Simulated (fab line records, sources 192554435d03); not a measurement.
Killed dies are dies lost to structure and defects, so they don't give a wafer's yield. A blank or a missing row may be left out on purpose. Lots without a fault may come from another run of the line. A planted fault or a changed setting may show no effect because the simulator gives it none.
fab line records | flow n5_finfet
record lots=5 wafers=12 last_day=17
route steps=1938 shown BEOL_M4@1099 BEOL_M5@1112 MIM_TOP@1838 PASSIVATION@1936
lots that met no fault: from a run of the same line without faults
start_h: hours from the record's first day to the start of the lot's first wafer shown | wait_h: hours since the lot's step before | " the same as in the row above | L1.1+2: a row that stands for several wafers | - no value, or no start given | * or withheld: withheld | < > ~ a bound
route shown NAME@n: a module of which the file shows steps, and the number in the route of the first | usual: mean/standard deviation of fault-free wafers | same: alike in all rows | chamber/n: place in a boat | sites: the reading at each site | _std_site: their standard deviation | _edge_site: outer sites' mean less inner sites' | radius_mm: how far each site lies from the wafer's centre | mask NAME#n: copy n | behind: the tool/chamber that last shaped the wafer | hold: why the lot was held/for how many hours/how that ended | device: the transistor (n, p or np) that didn't switch | end of line: the same wafers' tests at the end of the route | a step without rows: its recipe alone | killed: dies lost to structure and defects at the first sort, not the wafer's yield | map: a wafer's dies, x killed, . not, _ none there
set.NAME: the setting as run; set.NAME@STEP: as run at that earlier step | model.NAME: the simulator's own value behind a step, which no gauge read
lots at some steps of the route; a table a step, a row a wafer
services: from which hour (start_h, from the record's first day; less than 0 if before it) a tool's chamber was out of use, for how many hours, and why
## steps
# step N5_BEOL_M4_ANNEAL_95
# recipe temp_c=400 time_s=240 ambient=vacuum
# step N5_BEOL_M4_SPUTTER_96
# recipe material=Cu target_thk_a=45 temp_c=-20 chamber_pressure_pa=0.07 power_w=withheld time_s=8.29
# step N5_BEOL_M4_ECD_50
# recipe material=Cu target_thk_a=3000
# step N5_BEOL_M4_ANNEAL_51
# recipe temp_c=225 time_s=90 ambient=N2
# step N5_BEOL_M4_CMP_52
# recipe stop_on=SiOC t_overpolish_s=6.8 down_force_psi=1 platen_rpm=50 clearing_platen_down_force_psi=1.5 clearing_platen_rpm=50 post_cmp_clean=cu_alkaline target_thk_nm=40 clearing_platen_pad_velocity_m_s=0.99484 pad_velocity_m_s=0.99484
# step N5_BEOL_M4_PRE_CLEAN_60
# recipe gas=NH3/H2 time_s=15 temp_c=* rf_power_w=300
# step N5_BEOL_M4_CO_CAP_55
# recipe material=Co target_thk_a=20 temp_c=200 precursor=CCTBA/H2 pressure_torr=30 time_s=102.1
# step N5_BEOL_M4_PRE_CLEAN_56
# recipe gas=NH3 time_s=15 temp_c=withheld rf_power_w=300
# step N5_BEOL_M4_DEP_57
# recipe material=SiCN target_thk_a=80 temp_c=withheld precursor=3MS/NH3 pressure_torr=3 rf_w=202 time_s=14
# step N5_BEOL_M4_RC_MEAS_101
# usual DIBL_N=36.3/1.6 DIBL_P=36.2/2 IOFF_N=0.160/0.028 IOFF_P=0.21/0.036 ION_N=677/11 ION_P=465/6.9 SS_N=71.5/0.55 SS_P=73.3/0.64 VT_N=250/3 VT_P=-250/3.5
# columns lot.wafer tool chamber start_h wait_h DIBL_N[mV/V] DIBL_P[mV/V] IOFF_N[nA/um] IOFF_P[nA/um] ION_N[uA/um] ION_P[uA/um] SS_N[mV/dec] SS_P[mV/dec] VT_N[mV] VT_P[mV]
L602.1 prober-02 0 167.88 0.0 36.6 36.0 0.170 0.22 677 464 70.9 73.3 248 -249
L602.4 " 0 " " 36.0 35.8 0.142 0.21 667 457 70.6 72.8 253 -248
L602.5 " 0 " " 36.2 35.2 0.155 0.21 677 467 71.0 72.9 251 -244
L611.1 prober-01 0 238.41 0.0 37.8 40.2 0.183 0.24 669 455 72.0 74.2 250 -250
L611.3 " 0 " " 36.9 38.4 0.185 0.20 682 457 72.1 73.4 248 -250
L614.4 prober-01 0 242.65 0.5 34.2 33.1 0.116 0.15 658 450 72.3 72.8 258 -256
L614.5 " 0 " " 35.6 36.1 0.153 0.19 675 463 72.1 74.4 249 -255
L615.3 prober-01 0 245.96 0.3 37.0 37.2 0.183 0.22 685 465 71.2 73.4 248 -252
L615.4 " 0 " " 39.6 39.3 0.225 0.25 685 467 72.3 74.9 246 -249
L622.1 prober-02 0 300.11 0.0 33.7 34.0 0.133 0.18 688 476 71.1 72.9 251 -252
L622.2 " 0 " " 36.8 37.3 0.173 0.23 677 471 71.3 73.4 249 -247
L622.5 " 0 " " 34.8 35.1 0.150 0.20 670 464 71.4 73.5 250 -247
# step N5_BEOL_M5_ILD_DEP_00
# recipe material=SiCOH_lowk target_thk_a=1406.4 temp_c=300 precursor=DEMS/porogen pressure_torr=5 rf_w=500 time_s=25.9
# step N5_BEOL_M5_CURE_79
# recipe temp_c=385 time_s=240 ambient=He/Ar material=SiCOH_lowk
# step N5_BEOL_M5_PECVD_70
# recipe material=SiO2 target_thk_a=160 temp_c=400 precursor=TEOS/O2 pressure_torr=5.5 rf_w=450 teos_flow_sccm=53.8 gas=O2 flow_sccm=3000 time_s=18
# step N5_BEOL_M5_HM_DEP_02
# recipe material=TiN target_thk_a=200 temp_c=25 chamber_pressure_pa=0.49996
# step N5_BEOL_M5_COAT_59
# recipe resist=SOC temp_c=250 time_s=60 spin_rpm=1500 resist_thk_nm=60
# step N5_BEOL_M5_COAT_60
# recipe resist=SiARC temp_c=220 time_s=60 spin_rpm=1500 resist_thk_nm=12
# step N5_BEOL_M5_COAT_71
# recipe resist=underlayer temp_c=205 time_s=60 spin_rpm=1500 resist_thk_nm=5
# step N5_BEOL_M5_COAT_05
# recipe resist=CAR-EUV spin_rpm=1500 resist_thk_nm=30
# step N5_BEOL_M5_EBR_07
# recipe solvent=PGMEA ebr_width_mm=1.5
# step N5_BEOL_M5_SOFTBAKE_06
# recipe temp_c=110 time_s=60 resist=CAR-EUV
# step N5_BEOL_M5_EXPOSE_08
# recipe mask_id=M5 na=0.33 source_shape=annular sigma_inner=0.4 sigma_outer=0.8 polarization=unpolarized target_cd_nm=28 dose_mj=35.75
# step N5_BEOL_M5_PEB_09
# recipe peb_temp_c=100 peb_time_s=60 resist=CAR-EUV
# step N5_BEOL_M5_DEVELOP_10
# recipe develop_time_s=30 developer=TMAH resist=CAR-EUV rinse_liquid=surfactant_rinse dry=air_spin dev_temp_c=23
# step N5_BEOL_M5_DESCUM_16
# recipe chemistry=O2 time_s=7 source_power_w=50 bias_power_w=20 pressure_mtorr=20 rf_frequency_hz=2.712e+07 temp_c=40 resist=CAR-EUV o2_flow_sccm=225
# step N5_BEOL_M5_ETCH_72
# recipe chemistry=N2/H2 target=underlayer target_depth_a=65 mask_material=CAR-EUV time_s=5.2 ion_energy_ev=200 pressure_mtorr=30 source_w=840 bias_w=150 n2_flow_sccm=200 h2_flow_sccm=200 ends=cleared
# step N5_BEOL_M5_ETCH_61
# recipe chemistry=CF4 target=SiARC target_depth_a=156 mask_material=CAR-EUV time_s=26 ion_energy_ev=80 pressure_mtorr=40 source_w=545 bias_w=36 Ar_flow_sccm=100 cf4_flow_sccm=100 ends=cleared
# step N5_BEOL_M5_ETCH_62
# recipe chemistry=N2/H2 target=SOC target_depth_a=750 overetch_a=150 mask_material=SiARC temp_c=40 time_s=112.5 ion_energy_ev=200 pressure_mtorr=30 source_w=840 bias_w=150 n2_flow_sccm=200 h2_flow_sccm=200
# step N5_BEOL_M5_STRIP_63
# recipe chemistry=N2/H2 temp_c=40 n2_flow_sccm=200 h2_flow_sccm=200 rf_frequency_hz=6e+07
# step N5_BEOL_M5_STRIP_73
# recipe chemistry=N2/H2 temp_c=40 n2_flow_sccm=200 h2_flow_sccm=200 rf_frequency_hz=6e+07
# step N5_BEOL_M5_STRIP_64
# recipe chemistry=CF4 resist=SiARC power_w=300 bias_power_w=75 pressure_mtorr=50 cf4_flow_sccm=150 rf_frequency_hz=6e+07
# step N5_BEOL_M5_HM_OPEN_17
# recipe chemistry=Cl2/BCl3 target_depth_a=200 overetch_a=60 target=TiN mask_material=SOC ion_energy_ev=150 pressure_mtorr=10 icp_w=1000 bias_w=126 Cl2_flow_sccm=53.25 bcl3_flow_sccm=21.75 Ar_flow_sccm=25
# step N5_BEOL_M5_STRIP_19
# recipe chemistry=O2 power_w=400 temp_c=40 pressure_mtorr=30 rf_frequency_hz=6e+07 bias_power_w=0 overash_fraction=0.2 o2_flow_sccm=225
# step N5_BEOL_M5_COAT_65
# recipe resist=SOC temp_c=250 time_s=60 spin_rpm=1500 resist_thk_nm=60
# step N5_BEOL_M5_COAT_66
# recipe resist=SiARC temp_c=220 time_s=60 spin_rpm=1500 resist_thk_nm=12
# step N5_MIM_TOP_SPUTTER_03
# recipe material=TiN target_thk_a=350 temp_c=200 power_w=3000 chamber_pressure_pa=0.49996 gas=Ar reactive_partial_pa=0.37997 time_s=89.7
# usual throttle_valve_pct=30.1/0.85
# columns lot.wafer tool chamber start_h wait_h throttle_valve_pct model.TiN_of_MIM_TOP_SPUTTER_03.thk_nm
L602.1 pvd_sputter-02 - 261.39 0.0 30.5 35.8
L602.4 " - " " 29.4 35.4
L602.5 " - " " 29.0 35.4
L611.1 pvd_sputter-02 - 329.41 0.0 28.8 35.6
L611.3 " - " " 29.8 46.4
L614.4 pvd_sputter-02 - 340.10 0.0 29.1 35
L614.5 " - " " 29.6 46.2
L615.3 pvd_sputter-02 - 340.90 0.0 29.1 45.8
L615.4 " - " " 29.3 34.8
L622.1 pvd_sputter-03 - 393.03 0.0 29.3 34.8
L622.2 " - " " 30.4 34.8
L622.5 " - " " 30.2 35
# step N5_PASSIVATION_PROBE_49
# usual defect_limited_yield=91.2/1.5 killed_at_M0_to_M3=36/10 killed_at_M4_up=13/6 killed_at_contacts=11/5.2 killed_at_front_end=40/11 killed_at_other=3.1/2.9 killed_dies=104/17 killed_on_rim=14/3.6 killed_open=66/12 killed_short=34/7.7 sort_bin_5_function=5.1/0.91 sort_bin_6_memory=3.2/0.67 sort_n_pass=1076/17 sort_yield_pct=91.2/1.5
# same gross_dies=1180 killed_at_back_side=0 sort_bin_4_leakage[%]=0 sort_bin_8_speed[%]=0
# columns lot.wafer tool chamber start_h wait_h defect_limited_yield[%] killed_at_M0_to_M3 killed_at_M4_up killed_at_contacts killed_at_front_end killed_at_other killed_dies killed_on_rim killed_open killed_short sort_bin_5_function[%] sort_bin_6_memory[%] sort_n_pass sort_yield_pct[%]
L602.1 prober-01 - 272.58 0.0 92.5 30 12 11 27 8 88 13 56 31 4.4 2.8 1092 92.5
L602.4 prober-01 - 272.73 0.2 89.4 39 18 11 52 5 125 18 84 35 6.5 3.6 1055 89.4
L602.5 prober-01 - 272.78 0.2 88.6 34 15 5 72 8 134 20 89 43 6.2 4.9 1046 88.6
L611.1 prober-02 - 339.95 0.0 92.5 34 8 12 33 1 88 12 55 29 4.7 2.5 1092 92.5
L611.3 prober-02 - 340.05 0.1 0 32 12 13 41 1082 1180 152 61 37 4.8 3.1 0 0
L614.5 prober-02 - 353.11 0.9 0 32 9 17 32 1090 1180 152 67 25 4.7 2.6 0 0
L615.3 prober-02 - 355.58 0.1 0 36 13 12 45 1074 1180 152 70 30 5.3 3.5 0 0
L615.4 prober-02 - 355.63 0.2 91.4 30 12 8 52 0 102 15 64 36 5.7 2.4 1078 91.4
# killed by level:class
L602.1 MOL_CONTACT_COAG:geometric_particle:open=10 FIN_SAQP:geometric_particle:open=8 BEOL_M0_SAQP:geometric_particle:short=7 BEOL_M1:geometric_particle:open=7 DUMMY_GATE:geometric_particle:open=6 BEOL_M1:geometric_particle:short=6 BEOL_M3:geometric_particle:open=4 PAD_METAL:geometric_particle:short=4
L602.4 FIN_SAQP:geometric_particle:open=18 MOL_CONTACT_COAG:geometric_particle:open=11 DUMMY_GATE:geometric_particle:open=10 BEOL_M1:geometric_particle:open=7 BEOL_M1:geometric_particle:short=7 BEOL_M3:geometric_particle:short=7 BEOL_M3:geometric_particle:open=6 BEOL_M5:geometric_particle:open=6
L602.5 FIN_SAQP:geometric_particle:open=33 STI_FIN_REVEAL:geometric_particle:open=10 BEOL_M3:geometric_particle:short=10 BEOL_M1:geometric_particle:short=7 GATE_CUT:geometric_particle:short=6 PAD_METAL:geometric_particle:open=6 FIN_SAQP:geometric_particle:short=5 BEOL_M0_SAQP:geometric_particle:open=5
L611.1 BEOL_M2:geometric_particle:open=12 DUMMY_GATE:geometric_particle:open=8 MOL_CONTACT_COAG:geometric_particle:open=8 STI_FIN_REVEAL:geometric_particle:open=7 BEOL_M0_SAQP:geometric_particle:short=5 BEOL_M2:geometric_particle:short=4 MOL_CONTACT_COAG:geometric_particle:short=4 BEOL_M0_SAQP:geometric_particle:open=4
L611.3 MIM_TOP:area_sputter=1080 DUMMY_GATE:geometric_particle:open=11 MOL_CONTACT_COAG:geometric_particle:open=10 BEOL_M0_SAQP:geometric_particle:short=7 FIN_SAQP:geometric_particle:open=6 BEOL_M0:geometric_particle:open=6 BEOL_M3:geometric_particle:open=5 DUMMY_GATE:geometric_particle:short=4
L614.5 MIM_TOP:area_sputter=1088 MOL_CONTACT_COAG:geometric_particle:open=16 BEOL_M3:geometric_particle:open=8 BEOL_M0_SAQP:geometric_particle:short=7 FIN_SAQP:geometric_particle:open=6 BEOL_M0_SAQP:geometric_particle:open=6 BEOL_M4:geometric_particle:open=6 FIN_SAQP:geometric_particle:short=5
L615.3 MIM_TOP:area_sputter=1074 STI_FIN_REVEAL:geometric_particle:open=11 BEOL_M3:geometric_particle:open=10 FIN_SAQP:geometric_particle:open=9 MOL_CONTACT_COAG:geometric_particle:open=8 BEOL_M0_SAQP:geometric_particle:open=6 BEOL_M0_SAQP:geometric_particle:short=6 DUMMY_GATE:geometric_particle:open=5
L615.4 DUMMY_GATE:geometric_particle:open=12 FIN_SAQP:geometric_particle:open=10 STI_FIN_REVEAL:geometric_particle:open=9 BEOL_M0_SAQP:geometric_particle:short=8 FIN_SAQP:geometric_particle:short=7 BEOL_M0_SAQP:geometric_particle:open=5 MOL_CONTACT_COAG:geometric_particle:open=4 BEOL_M3:geometric_particle:open=4
# map L611.3 (x killed, . not)
_________________xxxxxxxxxxxx________________
______________xxxxxxxxxxxxxxxxxx_____________
___________xxxxxxxxxxxxxxxxxxxxxxxx__________
__________xxxxxxxxxxxxxxxxxxxxxxxxxx_________
________xxxxxxxxxxxxxxxxxxxxxxxxxxxxxx_______
_______xxxxxxxxxxxxxxxxxxxxxxxxxxxxxxxx______
______xxxxxxxxxxxxxxxxxxxxxxxxxxxxxxxxxx_____
_____xxxxxxxxxxxxxxxxxxxxxxxxxxxxxxxxxxxx____
____xxxxxxxxxxxxxxxxxxxxxxxxxxxxxxxxxxxxxx___
___xxxxxxxxxxxxxxxxxxxxxxxxxxxxxxxxxxxxxxxx__
___xxxxxxxxxxxxxxxxxxxxxxxxxxxxxxxxxxxxxxxx__
__xxxxxxxxxxxxxxxxxxxxxxxxxxxxxxxxxxxxxxxxxx_
__xxxxxxxxxxxxxxxxxxxxxxxxxxxxxxxxxxxxxxxxxx_
_xxxxxxxxxxxxxxxxxxxxxxxxxxxxxxxxxxxxxxxxxxxx
_xxxxxxxxxxxxxxxxxxxxxxxxxxxxxxxxxxxxxxxxxxxx
_xxxxxxxxxxxxxxxxxxxxxxxxxxxxxxxxxxxxxxxxxxxx
_xxxxxxxxxxxxxxxxxxxxxxxxxxxxxxxxxxxxxxxxxxxx
_xxxxxxxxxxxxxxxxxxxxxxxxxxxxxxxxxxxxxxxxxxxx
_xxxxxxxxxxxxxxxxxxxxxxxxxxxxxxxxxxxxxxxxxxxx
_xxxxxxxxxxxxxxxxxxxxxxxxxxxxxxxxxxxxxxxxxxxx
_xxxxxxxxxxxxxxxxxxxxxxxxxxxxxxxxxxxxxxxxxxxx
__xxxxxxxxxxxxxxxxxxxxxxxxxxxxxxxxxxxxxxxxxx_
__xxxxxxxxxxxxxxxxxxxxxxxxxxxxxxxxxxxxxxxxxx_
___xxxxxxxxxxxxxxxxxxxxxxxxxxxxxxxxxxxxxxxx__
___xxxxxxxxxxxxxxxxxxxxxxxxxxxxxxxxxxxxxxxx__
____xxxxxxxxxxxxxxxxxxxxxxxxxxxxxxxxxxxxxx___
_____xxxxxxxxxxxxxxxxxxxxxxxxxxxxxxxxxxxx____
______xxxxxxxxxxxxxxxxxxxxxxxxxxxxxxxxxx_____
_______xxxxxxxxxxxxxxxxxxxxxxxxxxxxxxxx______
________xxxxxxxxxxxxxxxxxxxxxxxxxxxxxx_______
__________xxxxxxxxxxxxxxxxxxxxxxxxxx_________
___________xxxxxxxxxxxxxxxxxxxxxxxx__________
______________xxxxxxxxxxxxxxxxxx_____________
_________________xxxxxxxxxxxx________________
# map L614.5 (x killed, . not)
_________________xxxxxxxxxxxx________________
______________xxxxxxxxxxxxxxxxxx_____________
___________xxxxxxxxxxxxxxxxxxxxxxxx__________
__________xxxxxxxxxxxxxxxxxxxxxxxxxx_________
________xxxxxxxxxxxxxxxxxxxxxxxxxxxxxx_______
_______xxxxxxxxxxxxxxxxxxxxxxxxxxxxxxxx______
______xxxxxxxxxxxxxxxxxxxxxxxxxxxxxxxxxx_____
_____xxxxxxxxxxxxxxxxxxxxxxxxxxxxxxxxxxxx____
____xxxxxxxxxxxxxxxxxxxxxxxxxxxxxxxxxxxxxx___
___xxxxxxxxxxxxxxxxxxxxxxxxxxxxxxxxxxxxxxxx__
___xxxxxxxxxxxxxxxxxxxxxxxxxxxxxxxxxxxxxxxx__
__xxxxxxxxxxxxxxxxxxxxxxxxxxxxxxxxxxxxxxxxxx_
__xxxxxxxxxxxxxxxxxxxxxxxxxxxxxxxxxxxxxxxxxx_
_xxxxxxxxxxxxxxxxxxxxxxxxxxxxxxxxxxxxxxxxxxxx
_xxxxxxxxxxxxxxxxxxxxxxxxxxxxxxxxxxxxxxxxxxxx
_xxxxxxxxxxxxxxxxxxxxxxxxxxxxxxxxxxxxxxxxxxxx
_xxxxxxxxxxxxxxxxxxxxxxxxxxxxxxxxxxxxxxxxxxxx
_xxxxxxxxxxxxxxxxxxxxxxxxxxxxxxxxxxxxxxxxxxxx
_xxxxxxxxxxxxxxxxxxxxxxxxxxxxxxxxxxxxxxxxxxxx
_xxxxxxxxxxxxxxxxxxxxxxxxxxxxxxxxxxxxxxxxxxxx
_xxxxxxxxxxxxxxxxxxxxxxxxxxxxxxxxxxxxxxxxxxxx
__xxxxxxxxxxxxxxxxxxxxxxxxxxxxxxxxxxxxxxxxxx_
__xxxxxxxxxxxxxxxxxxxxxxxxxxxxxxxxxxxxxxxxxx_
___xxxxxxxxxxxxxxxxxxxxxxxxxxxxxxxxxxxxxxxx__
___xxxxxxxxxxxxxxxxxxxxxxxxxxxxxxxxxxxxxxxx__
____xxxxxxxxxxxxxxxxxxxxxxxxxxxxxxxxxxxxxx___
_____xxxxxxxxxxxxxxxxxxxxxxxxxxxxxxxxxxxx____
______xxxxxxxxxxxxxxxxxxxxxxxxxxxxxxxxxx_____
_______xxxxxxxxxxxxxxxxxxxxxxxxxxxxxxxx______
________xxxxxxxxxxxxxxxxxxxxxxxxxxxxxx_______
__________xxxxxxxxxxxxxxxxxxxxxxxxxx_________
___________xxxxxxxxxxxxxxxxxxxxxxxx__________
______________xxxxxxxxxxxxxxxxxx_____________
_________________xxxxxxxxxxxx________________
## services
# columns tool chamber start_h hours kind
pvd_sputter-02 - 306.05 1.9 repair
pvd_sputter-03 - 352.94 1.0 repair
## key
first_sign step=N5_PASSIVATION_PROBE_49 reading=killed_at_other direction=up sigmas=99+ usual=3.1 struck=1082
effect step=N5_PASSIVATION_PROBE_49 reading=sort_yield_pct direction=down sigmas=63 usual=91.2 struck=0
model_effect step=N5_MIM_TOP_SPUTTER_03 value=TiN_of_MIM_TOP_SPUTTER_03.thk_nm without=34.93 struck=46.13
more_kills_born_at N5_MIM_TOP_SPUTTER_03@pvd_sputter-02=3242
met_at N5_MIM_TOP_SPUTTER_03
struck_wafers L611.3,L614.5,L615.3
later_rows_left_out L611.3,L614.5,L615.3
onset_between 261.39 329.41
fault kind=process_parameter_drift tool=pvd_sputter-02 chamber=- onset_h=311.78 steps=N5_MIM_TOP_SPUTTER_03 channel=time_s offset=* shape=step end_h=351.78 scope=struck_wafers_only acts_in=* stated=*
# later_rows_left_out: the simulator's readings of these wafers behind a module that went badly wrong aren't trusted and aren't shown, but for the sort
